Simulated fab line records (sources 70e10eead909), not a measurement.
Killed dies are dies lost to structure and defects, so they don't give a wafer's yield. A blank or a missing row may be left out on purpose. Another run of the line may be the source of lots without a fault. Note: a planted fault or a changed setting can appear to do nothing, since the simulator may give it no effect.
Matching of chambers :: flow nand_harc :: 4 sister chambers for NHARC_A_CHANNEL_HOLE_D1_ETCH_44 on rie_diel-13
The step etches the open film in CF4/O2, target depth 140 nm, overetch 14 nm, time 77 s. 14 wafers are shown with their chamber, then 7 later ones without.

## WAFERS PAIRED WITH THEIR CHAMBERS
wafer: L170.2
chamber: 1
drypump_motor_current_A (A): 5.6
rf_vpp_V (V): 197.2
throttle_valve_pct (%): 13.400

wafer: L170.3
chamber: 0
drypump_motor_current_A (A): 6.2
rf_vpp_V (V): 196.2
throttle_valve_pct (%): 13.401

wafer: L170.5
chamber: 1
drypump_motor_current_A (A): 5.6
rf_vpp_V (V): 199.4
throttle_valve_pct (%): 13.395

wafer: L172.1
chamber: 2
drypump_motor_current_A (A): 5.9
rf_vpp_V (V): 195.9
throttle_valve_pct (%): 13.401

wafer: L172.2
chamber: 1
drypump_motor_current_A (A): 5.7
rf_vpp_V (V): 197.3
throttle_valve_pct (%): 13.394

wafer: L172.6
chamber: 3
drypump_motor_current_A (A): 5.8
rf_vpp_V (V): 198.5
throttle_valve_pct (%): 13.396

wafer: L176.1
chamber: 3
drypump_motor_current_A (A): 5.8
rf_vpp_V (V): 199.1
throttle_valve_pct (%): 13.401

wafer: L176.2
chamber: 1
drypump_motor_current_A (A): 5.6
rf_vpp_V (V): 197.4
throttle_valve_pct (%): 13.407

wafer: L176.6
chamber: 3
drypump_motor_current_A (A): 5.8
rf_vpp_V (V): 198.4
throttle_valve_pct (%): 13.412

wafer: L177.2
chamber: 1
drypump_motor_current_A (A): 5.6
rf_vpp_V (V): 198.3
throttle_valve_pct (%): 13.402

wafer: L177.3
chamber: 0
drypump_motor_current_A (A): 6.3
rf_vpp_V (V): 197.8
throttle_valve_pct (%): 13.405

wafer: L177.5
chamber: 3
drypump_motor_current_A (A): 5.8
rf_vpp_V (V): 199.2
throttle_valve_pct (%): 13.381

wafer: L175.2
chamber: 2
drypump_motor_current_A (A): 5.9
rf_vpp_V (V): 196.0
throttle_valve_pct (%): 13.383

wafer: L175.3
chamber: 0
drypump_motor_current_A (A): 6.3
rf_vpp_V (V): 196.8
throttle_valve_pct (%): 13.405

SIGNATURES (averages over the wafers above)
reading: drypump_motor_current_A
chamber 0: 6.267
chamber 1: 5.620
chamber 2: 5.900
chamber 3: 5.800
scatter within a chamber: 0.0383

reading: rf_vpp_V
chamber 0: 196.933
chamber 1: 197.920
chamber 2: 195.950
chamber 3: 198.800
scatter within a chamber: 0.729

reading: throttle_valve_pct
chamber 0: 13.40367
chamber 1: 13.39960
chamber 2: 13.39200
chamber 3: 13.39750
scatter within a chamber: 0.00885
Rule: a wafer's distance from a chamber is the root of the sum, over the readings, of the square of ((its reading less the chamber's mean) divided by the reading's scatter). If the next closest chamber is less than 2 further off than the closest, the wafer can't be placed; otherwise it belongs to the closest. The scatter: the root of (the sum of the squares of (reading less its chamber's mean) over the shown wafers, divided by (wafers less chambers)).

## WAFERS MISSING THEIR CHAMBER
wafer: L175.4
drypump_motor_current_A (A): 5.8
rf_vpp_V (V): 199.4
throttle_valve_pct (%): 13.395

wafer: L178.2
drypump_motor_current_A (A): 5.6
rf_vpp_V (V): 197.5
throttle_valve_pct (%): 13.410

wafer: L178.3
drypump_motor_current_A (A): 5.8
rf_vpp_V (V): 198.3
throttle_valve_pct (%): 13.399

wafer: L178.5
drypump_motor_current_A (A): 5.6
rf_vpp_V (V): 197.6
throttle_valve_pct (%): 13.387

wafer: L184.4
drypump_motor_current_A (A): 5.8
rf_vpp_V (V): 198.8
throttle_valve_pct (%): 13.391

wafer: L184.5
drypump_motor_current_A (A): 5.8
rf_vpp_V (V): 199.8
throttle_valve_pct (%): 13.394

wafer: L184.6
drypump_motor_current_A (A): 6.3
rf_vpp_V (V): 198.7
throttle_valve_pct (%): 13.416

## THE CHAMBER EACH PASSED THROUGH
wafer: L175.4
from the rows above: 3
in truth: 3

wafer: L178.2
from the rows above: 1
in truth: 1

wafer: L178.3
from the rows above: 3
in truth: 3

wafer: L178.5
from the rows above: 1
in truth: 1

wafer: L184.4
from the rows above: 3
in truth: 3

wafer: L184.5
from the rows above: 3
in truth: 3

wafer: L184.6
from the rows above: 0
in truth: 0
Correctly placed: 7 of 7. From these rows, 0 cannot be placed. 0 placed wrongly.
